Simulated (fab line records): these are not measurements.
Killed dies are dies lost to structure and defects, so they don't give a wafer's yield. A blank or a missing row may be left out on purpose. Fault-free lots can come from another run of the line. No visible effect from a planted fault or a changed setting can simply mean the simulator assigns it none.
Chamber matching + flow nand harc + NHARC_P_CONTACT_DEP_30 on pecvd-03: 3 sister chambers
The step deposits SiNx, target thk 30 nm. 14 wafers are shown with their chamber, then 7 later ones without.

== WAFERS, EACH WITH ITS CHAMBER ==
| wafer  | chamber | heater power w (W) |
|--------|---------|--------------------|
| L079.1 | 2       | 749                |
| L079.4 | 1       | 635                |
| L079.6 | 2       | 732                |
| L085.1 | 0       | 881                |
| L085.5 | 2       | 693                |
| L085.6 | 0       | 731                |
| L089.1 | 2       | 815                |
| L089.2 | 0       | 805                |
| L089.6 | 0       | 825                |
| L088.1 | 0       | 854                |
| L088.3 | 1       | 574                |
| L088.4 | 1       | 587                |
| L090.2 | 2       | 788                |
| L090.4 | 0       | 854                |

SIGNATURES, as means of the wafers listed above
| reading        | chamber 0 | chamber 1 | chamber 2 | scatter within a chamber |
|----------------|-----------|-----------|-----------|--------------------------|
| heater power w | 825.00    | 598.67    | 755.40    | 47.9                     |
Rule: distance of a wafer from a chamber = root of the sum over the readings of ((wafer's reading minus chamber's mean) / reading's scatter) squared. The wafer belongs to the nearest chamber; if the next one is less than 2 further off, it can't be placed. How the scatter is found: for the shown wafers, subtract from each reading the mean of its chamber, square and add these, divide the total by (wafers less chambers), then take the root.

== WAFERS WITH NO CHAMBER GIVEN ==
| wafer  | heater power w (W) |
|--------|--------------------|
| L090.5 | 803                |
| L093.2 | 646                |
| L093.4 | 868                |
| L093.6 | 751                |
| L096.1 | 753                |
| L096.3 | 866                |
| L096.6 | 845                |

== THE CHAMBER EACH PASSED THROUGH ==
| wafer  | from the rows above     | in truth |
|--------|-------------------------|----------|
| L090.5 | can't be placed: 0 or 2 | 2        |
| L093.2 | can't be placed: 1 or 2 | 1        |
| L093.4 | can't be placed: 0 or 2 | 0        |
| L093.6 | can't be placed: 2 or 0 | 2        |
| L096.1 | can't be placed: 2 or 0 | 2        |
| L096.3 | can't be placed: 0 or 2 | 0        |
| L096.6 | can't be placed: 0 or 2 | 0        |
0 of 7 placed correctly. Unplaceable from these rows: 7, with the true chamber sitting among the candidates in 7. Placed wrongly: 0.
